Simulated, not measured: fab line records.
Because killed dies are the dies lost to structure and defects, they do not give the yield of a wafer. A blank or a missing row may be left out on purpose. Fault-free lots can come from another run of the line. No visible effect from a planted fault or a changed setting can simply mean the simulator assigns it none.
Which tool was responsible?    flow n5 finfet    15 lots, 38 wafers sampled, at 5 steps of a route of 1938

== WHAT THE GAUGES READ, wafer by wafer ==
N5_DUMMY_GATE_INSPECT_27: inspects for defects (brightfield). Usual: 280 for raw defect count, sd 78.
lot   measured     on                 raw defect count  flag
L224  day 2 22:39  defect inspect-01  272 370 463       
L225  day 3 07:41  defect inspect-01  218 328 224       
L226  day 3 11:16  defect inspect-02  213 202 317       
L227  day 3 19:31  defect inspect-01  282 268           
L228  day 4 01:12  defect inspect-02  214 260 323       
L229  day 4 07:00  defect inspect-01  234 220 221       
L230  day 4 13:28  defect inspect-02  263 279           
L231  day 4 17:57  defect inspect-02  216 175           
L232  day 5 01:35  defect inspect-02  186 164           
L234  day 5 13:22  defect inspect-01  365 205 322       
L235  day 5 17:49  defect inspect-02  294 484           
L236  day 6 01:17  defect inspect-02  245 292 254       
L241  day 7 10:56  defect inspect-01  193 202 202       
L245  day 8 04:40  defect inspect-02  179 386           
L246  day 8 17:38  defect inspect-02  308 387           

N5_SD_EPI_N_EPI_MEAS_23. Usual: 59.0 nm for thk nm, sd 1.2.
lot   measured     on             thk nm (nm)     flag
L224  day 3 03:37  film metro-01  58.2 59.3 59.1  
L225  day 3 13:30  film metro-02  59.1 59.2 59.4  
L226  day 3 15:45  film metro-01  59.0 59.7 58.9  
L227  day 4 00:41  film metro-02  59.3 57.5       
L228  day 4 06:32  film metro-01  60.9 59.7 60.7  
L229  day 4 12:27  film metro-01  57.2 57.2 61.3  
L230  day 4 18:36  film metro-02  58.7 57.0       
L231  day 4 22:38  film metro-02  58.7 59.3       
L232  day 5 07:02  film metro-01  59.1 58.8       
L234  day 5 19:21  film metro-01  57.2 58.0 59.3  
L235  day 6 00:36  film metro-02  59.7 57.5       
L236  day 6 05:50  film metro-01  58.8 60.5 58.0  
L241  day 7 15:25  film metro-02  15.5 58.4 17.1  OFF
L245  day 8 10:19  film metro-02  16.9 14.7       OFF
L246  day 8 22:52  film metro-01  16.5 58.7       OFF

== WHAT TOOL EACH LOT RAN ON (gives the tool, then ch and the chambers of the sampled wafers, and finally the start) ==
lot   N5_SPACER0_ALD_00                 N5_SD_EPI_N_PRECLEAN_48         N5_SD_EPI_N_VAPOR_ETCH_50
L224  ald sin-03 ch 0,2,3, day 2 23:20  epi rpcvd-02 ch 0, day 3 01:22  epi rpcvd-02 ch 0, day 3 01:44
L225  ald sin-03 ch 0,3, day 3 09:19    epi rpcvd-01 ch 0, day 3 11:14  epi rpcvd-01 ch 0, day 3 11:35
L226  ald sin-01 ch 1,2,3, day 3 11:26  epi rpcvd-02 ch 0, day 3 13:37  epi rpcvd-02 ch 0, day 3 13:55
L227  ald sin-02 ch 0,3, day 3 19:53    epi rpcvd-01 ch 0, day 3 21:59  epi rpcvd-01 ch 0, day 3 22:19
L228  ald sin-03 ch 0,3, day 4 01:30    epi rpcvd-01 ch 0, day 4 03:37  epi rpcvd-01 ch 0, day 4 04:03
L229  ald sin-01 ch 0,1,3, day 4 08:17  epi rpcvd-01 ch 0, day 4 10:11  epi rpcvd-01 ch 0, day 4 10:33
L230  ald sin-03 ch 2,3, day 4 14:20    epi rpcvd-01 ch 0, day 4 16:25  epi rpcvd-01 ch 0, day 4 16:44
L231  ald sin-03 ch 2,3, day 4 18:28    epi rpcvd-02 ch 0, day 4 20:26  epi rpcvd-02 ch 0, day 4 20:46
L232  ald sin-03 ch 0,1, day 5 02:34    epi rpcvd-01 ch 0, day 5 04:47  epi rpcvd-01 ch 0, day 5 05:08
L234  ald sin-02 ch 0,1,3, day 5 15:03  epi rpcvd-03 ch 0, day 5 17:05  epi rpcvd-03 ch 0, day 5 17:27
L235  ald sin-02 ch 2,3, day 5 18:51    epi rpcvd-03 ch 0, day 5 21:37  epi rpcvd-03 ch 0, day 5 22:05
L236  ald sin-03 ch 1,3, day 6 01:39    epi rpcvd-03 ch 0, day 6 03:42  epi rpcvd-03 ch 0, day 6 04:00
L241  ald sin-01 ch 0,1,3, day 7 11:07  epi rpcvd-03 ch 0, day 7 13:09  epi rpcvd-03 ch 0, day 7 13:31
L245  ald sin-02 ch 0,1, day 8 06:08    epi rpcvd-03 ch 0, day 8 08:03  epi rpcvd-03 ch 0, day 8 08:25
L246  ald sin-01 ch 3, day 8 18:42      epi rpcvd-03 ch 0, day 8 20:37  epi rpcvd-03 ch 0, day 8 20:58
- N5_SPACER0_ALD_00: deposits SiOCN, target thk 3.5 nm, pulse time 3 s, purge time 2 s.
- N5_SD_EPI_N_PRECLEAN_48: cleans in NF3:NH3, afs cycles 2, time 20 s, sublimation time 60 s.
- N5_SD_EPI_N_VAPOR_ETCH_50: etches Si in HCl, time 54 s.

== AS READ BY THE TOOLS THEMSELVES (means over the sampled wafers that have a number; for cases with no such wafer, the mark the record gives instead) ==
N5_SPACER0_ALD_00. Usual: heater power outer w 498 W, standard deviation 40; heater power w 806 W, standard deviation 55; precursor pulse height rel 1.000, standard deviation 0.019; susceptor temp C 399.99 C, standard deviation 0.26.
lot   tool        heater power outer w (W)  heater power w (W)  precursor pulse height rel  susceptor temp C (C)  flag
L224  ald sin-03  489                       787                 0.985                       400.07                
L225  ald sin-03  466                       756                 1.003                       400.04                
L226  ald sin-01  530                       837                 1.015                       399.95                
L227  ald sin-02  481                       758                 1.018                       399.73                
L228  ald sin-03  476                       759                 0.989                       400.05                
L229  ald sin-01  513                       826                 0.994                       399.93                
L230  ald sin-03  484                       811                 1.012                       400.07                
L231  ald sin-03  490                       798                 0.984                       400.20                
L232  ald sin-03  485                       788                 0.993                       399.91                
L234  ald sin-02  490                       774                 0.997                       400.26                
L235  ald sin-02  494                       836                 0.984                       400.34                
L236  ald sin-03  479                       796                 1.013                       400.00                
L241  ald sin-01  518                       819                 0.987                       400.20                
L245  ald sin-02  518                       790                 0.997                       400.18                
L246  ald sin-01  528                       782                 1.012                       400.32                

N5_SD_EPI_N_PRECLEAN_48. Usual: 30.00 C for susceptor temp C, sd 0.11.
lot   tool          susceptor temp C (C)  flag
L224  epi rpcvd-02  29.96                 
L225  epi rpcvd-01  29.96                 
L226  epi rpcvd-02  29.88                 
L227  epi rpcvd-01  30.05                 
L228  epi rpcvd-01  30.00                 
L229  epi rpcvd-01  29.95                 
L230  epi rpcvd-01  30.09                 
L231  epi rpcvd-02  30.03                 
L232  epi rpcvd-01  29.96                 
L234  epi rpcvd-03  30.01                 
L235  epi rpcvd-03  29.84                 
L236  epi rpcvd-03  30.13                 
L241  epi rpcvd-03  29.95                 
L245  epi rpcvd-03  -                     OFF
L246  epi rpcvd-03  30.08                 

N5_SD_EPI_N_VAPOR_ETCH_50. Usual: susceptor temp C 774.92 C, standard deviation 0.3; throttle valve pct 11.7 %, standard deviation 0.39.
lot   tool          susceptor temp C (C)  throttle valve pct (%)  flag
L224  epi rpcvd-02  774.70                11.3                    
L225  epi rpcvd-01  774.82                12.0                    
L226  epi rpcvd-02  775.03                11.2                    
L227  epi rpcvd-01  774.83                11.8                    
L228  epi rpcvd-01  774.99                11.9                    
L229  epi rpcvd-01  775.00                11.9                    
L230  epi rpcvd-01  774.85                12.0                    
L231  epi rpcvd-02  774.95                11.2                    
L232  epi rpcvd-01  775.07                12.0                    
L234  epi rpcvd-03  774.99                12.1                    
L235  epi rpcvd-03  774.80                12.1                    
L236  epi rpcvd-03  774.96                12.2                    
L241  epi rpcvd-03  774.65                12.1                    
L245  epi rpcvd-03  774.96                12.1                    
L246  epi rpcvd-03  775.13                12.1                    

== THE ANSWER, worked out from the rows above alone ==
Rule: a lot is off if the mean of its wafers that have a number lies more than 3 standard deviations from the usual mean. Also off: a lot with no number at a reading for which 4 or more lots have one. Any other lot the step has rows for is counted as sound. First the gauges in route order, then the tools' own readings, where a lot's mean is used as printed above. The first step at which some lot is off is used, and at that step the reading that is off furthest; a lot without a number counts as furthest.
Off: L241, L245, L246, at N5_SD_EPI_N_EPI_MEAS_23 (thk nm).
If a tool, at a process step before that reading, ran all the lots that are off and no sound lot after the first of them, it fits. The gauges at N5_SD_EPI_N_EPI_MEAS_23 are tried like those tools. One fits: epi rpcvd-03 at N5_SD_EPI_N_PRECLEAN_48 and N5_SD_EPI_N_VAPOR_ETCH_50. At N5_SD_EPI_N_PRECLEAN_48 its last sound lot is L236 (day 6 03:42), its first lot that is off L241 (day 7 13:09): a fault that began between those two fits.

== WHAT HAD BEEN PUT IN BY THE SIMULATOR ==
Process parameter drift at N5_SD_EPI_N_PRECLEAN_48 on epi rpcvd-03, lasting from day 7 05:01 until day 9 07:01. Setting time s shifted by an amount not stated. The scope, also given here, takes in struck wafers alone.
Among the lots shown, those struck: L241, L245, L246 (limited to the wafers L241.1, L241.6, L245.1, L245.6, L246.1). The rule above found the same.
